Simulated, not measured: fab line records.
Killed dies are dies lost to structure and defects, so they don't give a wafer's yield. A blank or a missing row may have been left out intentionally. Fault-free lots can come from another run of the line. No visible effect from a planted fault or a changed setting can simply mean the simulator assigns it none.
Chamber matching :: flow nandHarc :: 4 sister chambers for NHARC_A_STAIRCASE_TRIM_187 on rieDiel-07
The step chemistry O2, time 211.2 s. 22 wafers are shown with their chamber, then 11 later ones without.

## WAFERS PAIRED WITH THEIR CHAMBERS
wafer: L076.1
chamber: 1
drypumpMotorCurrentA (A): 5.8
showerheadPlenumPTorr (Torr): 3.57
oesProductAu (a.u.): 0.993

wafer: L076.2
chamber: 2
drypumpMotorCurrentA (A): 6.3
showerheadPlenumPTorr (Torr): 3.80
oesProductAu (a.u.): 0.983

wafer: L076.6
chamber: 3
drypumpMotorCurrentA (A): 5.7
showerheadPlenumPTorr (Torr): 3.61
oesProductAu (a.u.): 1.007

wafer: L075.1
chamber: 1
drypumpMotorCurrentA (A): 5.9
showerheadPlenumPTorr (Torr): 3.57
oesProductAu (a.u.): 0.988

wafer: L075.3
chamber: 2
drypumpMotorCurrentA (A): 6.3
showerheadPlenumPTorr (Torr): 3.81
oesProductAu (a.u.): 0.983

wafer: L075.6
chamber: 2
drypumpMotorCurrentA (A): 6.3
showerheadPlenumPTorr (Torr): 3.81
oesProductAu (a.u.): 0.991

wafer: L077.2
chamber: 1
drypumpMotorCurrentA (A): 5.9
showerheadPlenumPTorr (Torr): 3.57
oesProductAu (a.u.): 0.977

wafer: L077.4
chamber: 2
drypumpMotorCurrentA (A): 6.3
showerheadPlenumPTorr (Torr): 3.80
oesProductAu (a.u.): 0.977

wafer: L077.5
chamber: 0
drypumpMotorCurrentA (A): 5.3
showerheadPlenumPTorr (Torr): 3.72
oesProductAu (a.u.): 0.982

wafer: L082.4
chamber: 3
drypumpMotorCurrentA (A): 5.8
showerheadPlenumPTorr (Torr): 3.60
oesProductAu (a.u.): 1.018

wafer: L082.5
chamber: 0
drypumpMotorCurrentA (A): 5.3
showerheadPlenumPTorr (Torr): 3.71
oesProductAu (a.u.): 0.995

wafer: L082.6
chamber: 1
drypumpMotorCurrentA (A): 5.9
showerheadPlenumPTorr (Torr): 3.56
oesProductAu (a.u.): 0.990

wafer: L081.2
chamber: 3
drypumpMotorCurrentA (A): 5.8
showerheadPlenumPTorr (Torr): 3.60
oesProductAu (a.u.): 1.010

wafer: L081.4
chamber: 0
drypumpMotorCurrentA (A): 5.3
showerheadPlenumPTorr (Torr): 3.71
oesProductAu (a.u.): 1.001

wafer: L081.6
chamber: 2
drypumpMotorCurrentA (A): 6.3
showerheadPlenumPTorr (Torr): 3.80
oesProductAu (a.u.): 0.980

wafer: L084.2
chamber: 0
drypumpMotorCurrentA (A): 5.3
showerheadPlenumPTorr (Torr): 3.71
oesProductAu (a.u.): 0.988

wafer: L084.3
chamber: 1
drypumpMotorCurrentA (A): 5.9
showerheadPlenumPTorr (Torr): 3.56
oesProductAu (a.u.): 0.984

wafer: L084.5
chamber: 2
drypumpMotorCurrentA (A): 6.3
showerheadPlenumPTorr (Torr): 3.79
oesProductAu (a.u.): 0.978

wafer: L087.1
chamber: 3
drypumpMotorCurrentA (A): 5.7
showerheadPlenumPTorr (Torr): 3.59
oesProductAu (a.u.): 1.017

wafer: L087.5
chamber: 2
drypumpMotorCurrentA (A): 6.3
showerheadPlenumPTorr (Torr): 3.79
oesProductAu (a.u.): 0.993

wafer: L087.6
chamber: 3
drypumpMotorCurrentA (A): 5.8
showerheadPlenumPTorr (Torr): 3.59
oesProductAu (a.u.): 1.015

wafer: L086.1
chamber: 3
drypumpMotorCurrentA (A): 5.8
showerheadPlenumPTorr (Torr): 3.59
oesProductAu (a.u.): 1.014

SIGNATURES, as means of the wafers listed above
reading: drypumpMotorCurrentA
chamber 0: 5.300
chamber 1: 5.880
chamber 2: 6.300
chamber 3: 5.767
scatter within a chamber: 0.0344

reading: showerheadPlenumPTorr
chamber 0: 3.7125
chamber 1: 3.5660
chamber 2: 3.8000
chamber 3: 3.5967
scatter within a chamber: 0.00718

reading: oesProductAu
chamber 0: 0.99150
chamber 1: 0.98640
chamber 2: 0.98357
chamber 3: 1.01350
scatter within a chamber: 0.00614
Rule: distance of a wafer from a chamber = root of the sum over the readings of ((wafer's reading minus chamber's mean) / reading's scatter) squared. The wafer belongs to the nearest chamber; if the next one is less than 2 further off, it can't be placed. How the scatter is found: for the shown wafers, subtract from each reading the mean of its chamber, square and add these, divide the total by (wafers less chambers), then take the root.

## WAFERS WITHOUT THEIR CHAMBER
wafer: L086.2
drypumpMotorCurrentA (A): 5.8
showerheadPlenumPTorr (Torr): 3.56
oesProductAu (a.u.): 0.985

wafer: L086.5
drypumpMotorCurrentA (A): 6.3
showerheadPlenumPTorr (Torr): 3.79
oesProductAu (a.u.): 0.972

wafer: L089.2
drypumpMotorCurrentA (A): 5.9
showerheadPlenumPTorr (Torr): 3.56
oesProductAu (a.u.): 0.995

wafer: L089.5
drypumpMotorCurrentA (A): 5.3
showerheadPlenumPTorr (Torr): 3.70
oesProductAu (a.u.): 1.009

wafer: L089.6
drypumpMotorCurrentA (A): 5.8
showerheadPlenumPTorr (Torr): 3.59
oesProductAu (a.u.): 1.031

wafer: L095.1
drypumpMotorCurrentA (A): 5.9
showerheadPlenumPTorr (Torr): 3.55
oesProductAu (a.u.): 0.992

wafer: L095.3
drypumpMotorCurrentA (A): 5.3
showerheadPlenumPTorr (Torr): 3.69
oesProductAu (a.u.): 0.998

wafer: L095.6
drypumpMotorCurrentA (A): 5.8
showerheadPlenumPTorr (Torr): 3.58
oesProductAu (a.u.): 1.020

wafer: L096.1
drypumpMotorCurrentA (A): 5.9
showerheadPlenumPTorr (Torr): 3.55
oesProductAu (a.u.): 0.995

wafer: L096.4
drypumpMotorCurrentA (A): 5.3
showerheadPlenumPTorr (Torr): 3.69
oesProductAu (a.u.): 0.985

wafer: L096.5
drypumpMotorCurrentA (A): 6.3
showerheadPlenumPTorr (Torr): 3.78
oesProductAu (a.u.): 0.982

## THE CHAMBER EACH PASSED THROUGH
wafer: L086.2
from the rows above: 1
in truth: 1

wafer: L086.5
from the rows above: 2
in truth: 2

wafer: L089.2
from the rows above: 1
in truth: 1

wafer: L089.5
from the rows above: 0
in truth: 0

wafer: L089.6
from the rows above: 3
in truth: 3

wafer: L095.1
from the rows above: 1
in truth: 1

wafer: L095.3
from the rows above: 0
in truth: 0

wafer: L095.6
from the rows above: 3
in truth: 3

wafer: L096.1
from the rows above: 1
in truth: 1

wafer: L096.4
from the rows above: 0
in truth: 0

wafer: L096.5
from the rows above: 2
in truth: 2
Correct placement for 11 of the 11. Left unplaced by these rows: 0. 0 placed wrongly.
